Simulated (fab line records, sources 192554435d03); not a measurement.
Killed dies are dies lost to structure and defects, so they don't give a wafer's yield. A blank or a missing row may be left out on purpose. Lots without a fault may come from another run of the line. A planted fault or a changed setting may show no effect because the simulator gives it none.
Chamber matching | flow n5_finfet | N5_BEOL_M14_DESCUM_33 on rie_diel-02: 4 sister chambers
The step chemistry O2, time 7.9 s. 4 wafers are shown with their chamber, then 8 later ones without.

WAFERS WITH THEIR CHAMBER
wafer  | chamber | drypump_motor_current_A (A)
L088.1 | 2       | 5.3
L088.2 | 0       | 5.7
L088.3 | 3       | 5.8
L088.4 | 1       | 6.0

WAFERS WITHOUT THEIR CHAMBER
wafer  | drypump_motor_current_A (A)
L088.5 | 5.8
L088.6 | 5.3
L090.2 | 5.4
L090.4 | 5.7
L090.5 | 6.0
L093.1 | 6.0
L093.2 | 5.8
L093.6 | 5.7

WHICH CHAMBER EACH WENT THROUGH
wafer  | from the rows above | in truth
L088.5 | 3                   | 3
L088.6 | 2                   | 2
L090.2 | 2                   | 2
L090.4 | 0                   | 0
L090.5 | 1                   | 1
L093.1 | 1                   | 1
L093.2 | 3                   | 3
L093.6 | 0                   | 0
Placed correctly: 8 of 8. Can't be placed from these rows: 0. Placed wrongly: 0.
How it was worked out, from the rows above alone: a wafer's distance from a chamber is the root of the sum, over the readings, of the square of ((its reading less the chamber's mean) divided by the reading's scatter). The wafer belongs to the nearest chamber; if the next one is less than 2 further off, it can't be placed. A chamber's mean is the mean of its shown wafers. The scatter: with one shown wafer a chamber, the root of the mean of the squares of how far each hidden wafer lies from its nearest shown one.
